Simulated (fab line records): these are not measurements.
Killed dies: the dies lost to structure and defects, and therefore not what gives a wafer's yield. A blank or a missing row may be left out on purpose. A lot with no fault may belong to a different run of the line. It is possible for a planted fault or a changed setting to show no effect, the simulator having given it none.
A single fault, viewed from 3 desks | flow n5-finfet | each desk has only its own numbers; what lay behind them comes last

THE TOOL OWNER'S DESK: epi-rpcvd-03
The tool's own readings at N5_WELL_APT_EPI_41 (deposits Si from SiH4/H2, target thk 50 nm, time 297.7 s): means of the sampled wafers that have a number, for each lot that ran on this tool. Any lot whose mean is over 4 standard deviations away from the usual mean is out of limits and marked OUT; that distance is given in the brackets.
Columns: A = run-length-s at N5_WELL_APT_EPI_41, usual 360 s; B = throttle-valve-pct at N5_WELL_APT_EPI_41, usual 11.4 %
lot  | first seen here | A             | B
L691 | day 2 04:41     | 363           | 11.6
L693 | day 2 16:19     | 363           | 11.8
L698 | day 3 22:20     | 363           | 11.8
L706 | day 5 23:16     | 554 (+52) OUT | 11.7
L708 | day 6 11:05     | 462 (+28) OUT | 11.8
L709 | day 6 16:40     | 454 (+26) OUT | 11.6
This desk's finding: out of limits on L706, L708, L709; first on L706, day 5 23:16 (run-length-s at N5_WELL_APT_EPI_41). Within limits: L691, L693, L698.

THE DEFECT DESK
For each lot, the counts of the inspections along the route, averaged over the sampled wafers that have a number. Any lot whose mean is over 4 standard deviations away from the usual mean is out of limits and marked OUT; that distance is given in the brackets.
Columns: A = raw-defect-count at N5_WELL_APT_INSPECT_27, usual 2.0
lot  | first seen here | A
L691 | day 2 03:04     | 2.3
L693 | day 2 14:53     | 1.7
L695 | day 3 03:05     | 2.7
L698 | day 3 20:52     | 0.7
L699 | day 4 02:59     | 0.3
L706 | day 5 21:49     | 1.5
L708 | day 6 09:09     | 3.5
L709 | day 6 15:25     | 3.0
L710 | day 6 21:23     | 2.3
L711 | day 7 03:24     | 1.3
Finding of this desk: none of the 10 lots has anything out of limits.

FROM THE METROLOGY DESK
What the gauges read for every lot (on any tool): the sampled wafers with a number, averaged. Any lot whose mean is over 4 standard deviations away from the usual mean is out of limits and marked OUT; that distance is given in the brackets. It has 19 readings, of which 7 appear: the earliest out of limits, and the ones furthest out on some lot.
Columns: A = CJ_N at N5_BEOL_M4_RC_MEAS_101, usual 4.37; B = IOFF_N at N5_BEOL_M4_RC_MEAS_101, usual 0.17 nA/um; C = IOFF_N_85C at N5_BEOL_M4_RC_MEAS_101, usual 3.2 nA/um; D = IOFF_P at N5_BEOL_M4_RC_MEAS_101, usual 0.22 nA/um; E = IOFF_P_85C at N5_BEOL_M4_RC_MEAS_101, usual 3.8 nA/um; F = RS_PWELL at N5_BEOL_M4_RC_MEAS_101, usual 3017 ohm/sq; G = SS_N at N5_BEOL_M4_RC_MEAS_101, usual 71.6 mV/dec
lot  | first seen here | A              | B                      | C              | D               | E              | F              | G
L691 | day 2 01:46     | 4.33           | 0.17                   | 3.3            | 0.22            | 3.8            | 3038           | 72.7
L693 | day 2 13:41     | 4.38           | 0.15                   | 3.0            | 0.19            | 3.4            | 3021           | 71.2
L695 | day 3 01:49     | 4.41           | 0.20                   | 3.7            | 0.26            | 4.4            | 3011           | 72.3
L698 | day 3 19:41     | 4.37           | 0.16                   | 3.1            | 0.20            | 3.6            | 3011           | 71.7
L699 | day 4 01:34     | 4.35           | 0.15                   | 3.0            | 0.19            | 3.4            | 2985           | 70.9
L706 | day 5 19:41     | 2.53 (-25) OUT | 5.14 (+99 or more) OUT | 56.3 (+92) OUT | 1.47 (+36) OUT  | 18.2 (+28) OUT | 2358 (-27) OUT | 102.6 (+46) OUT
L708 | day 6 07:34     | 3.50 (-12) OUT | 1.15 (+28) OUT         | 15.1 (+21) OUT | 0.41 (+5.4) OUT | 6.2 (+4.7) OUT | 2682 (-14) OUT | 83.6 (+18) OUT
L709 | day 6 14:00     | 3.42 (-13) OUT | 1.55 (+40) OUT         | 19.1 (+27) OUT | 0.42 (+5.9) OUT | 6.5 (+5.3) OUT | 2636 (-16) OUT | 86.8 (+23) OUT
L710 | day 6 19:57     | 4.38           | 0.15                   | 3.1            | 0.19            | 3.3            | 3035           | 71.9
L711 | day 7 02:04     | 4.38           | 0.15                   | 3.0            | 0.21            | 3.6            | 3014           | 71.7
Per this desk, out of limits: L706, L708, L709; the first was L706, day 11 21:56 (CJ_N at N5_BEOL_M4_RC_MEAS_101). Within limits: L691, L693, L695, L698, L699, L710, L711.

ALL TOGETHER
The tool owner's desk had the chance to raise an alarm at day 5 23:16 on L706, L708, L709.
On L706, L708, L709, the metrology desk was in a position to raise an alarm at day 11 21:56.
No out-of-limits result turned up at the defect desk.
The defect desk has L706, L708, L709 on record, within its limits.
All the named lots went through N5_WELL_APT_EPI_41 on epi-rpcvd-03.

WHAT THE SIMULATOR HAD PUT IN
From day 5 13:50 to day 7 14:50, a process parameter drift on epi-rpcvd-03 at N5_WELL_APT_EPI_41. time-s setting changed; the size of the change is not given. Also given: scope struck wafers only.
Struck lots among those shown: L706, L708, L709.
Fault start to first reading out of limits, in hours, per desk: tool owner, 9; metrology, 152.
